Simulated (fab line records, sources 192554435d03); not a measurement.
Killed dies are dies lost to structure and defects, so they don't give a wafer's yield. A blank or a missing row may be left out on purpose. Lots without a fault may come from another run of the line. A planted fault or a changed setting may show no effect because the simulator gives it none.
Chamber matching | flow n5_finfet | N5_BEOL_M9_STRIP_36 on rie_diel-02: 4 sister chambers
The step strips in N2/H2. 14 wafers are shown with their chamber, then 7 later ones without.

WAFERS WITH THEIR CHAMBER
wafer  | chamber | drypump_motor_current_A (A) | throttle_valve_pct (%) | showerhead_plenum_p_Torr (Torr)
L936.3 | 1       | 6.4                         | 23.3                   | 2.47
L936.4 | 2       | 6.0                         | 23.4                   | 2.44
L936.6 | 0       | 5.6                         | 23.1                   | 2.39
L941.1 | 2       | 6.0                         | 23.4                   | 2.44
L941.2 | 0       | 5.6                         | 22.9                   | 2.70
L941.4 | 1       | 6.4                         | 23.3                   | 2.47
L943.1 | 0       | 5.6                         | 23.0                   | 2.70
L943.4 | 1       | 6.3                         | 23.4                   | 2.47
L943.6 | 3       | 5.6                         | 23.7                   | 2.59
L947.4 | 2       | 5.9                         | 23.4                   | 2.43
L947.5 | 0       | 5.6                         | 23.0                   | 2.70
L947.6 | 3       | 5.6                         | 23.8                   | 2.59
L946.1 | 1       | 6.4                         | 23.3                   | 2.46
L946.4 | 2       | 5.9                         | 23.4                   | 2.43

SIGNATURES (means of the wafers above)
reading                  | chamber 0 | chamber 1 | chamber 2 | chamber 3 | scatter within a chamber
drypump_motor_current_A  | 5.600     | 6.375     | 5.950     | 5.600     | 0.0418
throttle_valve_pct       | 23.000    | 23.325    | 23.400    | 23.750    | 0.057
showerhead_plenum_p_Torr | 2.6225    | 2.4675    | 2.4350    | 2.5900    | 0.085
Rule: a wafer's distance from a chamber is the root of the sum, over the readings, of the square of ((its reading less the chamber's mean) divided by the reading's scatter). The wafer belongs to the nearest chamber; if the next one is less than 2 further off, it can't be placed. The scatter: the root of (the sum of the squares of (reading less its chamber's mean) over the shown wafers, divided by (wafers less chambers)).

WAFERS WITHOUT THEIR CHAMBER
wafer  | drypump_motor_current_A (A) | throttle_valve_pct (%) | showerhead_plenum_p_Torr (Torr)
L946.5 | 6.4                         | 23.3                   | 2.46
L948.1 | 5.6                         | 23.8                   | 2.59
L948.3 | 5.9                         | 23.4                   | 2.43
L948.6 | 5.6                         | 23.0                   | 2.70
L949.1 | 5.9                         | 23.4                   | 2.43
L949.5 | 6.4                         | 23.3                   | 2.46
L949.6 | 5.6                         | 23.0                   | 2.70

WHICH CHAMBER EACH WENT THROUGH
wafer  | from the rows above | in truth
L946.5 | 1                   | 1
L948.1 | 3                   | 3
L948.3 | 2                   | 2
L948.6 | 0                   | 0
L949.1 | 2                   | 2
L949.5 | 1                   | 1
L949.6 | 0                   | 0
Placed correctly: 7 of 7. Can't be placed from these rows: 0. Placed wrongly: 0.
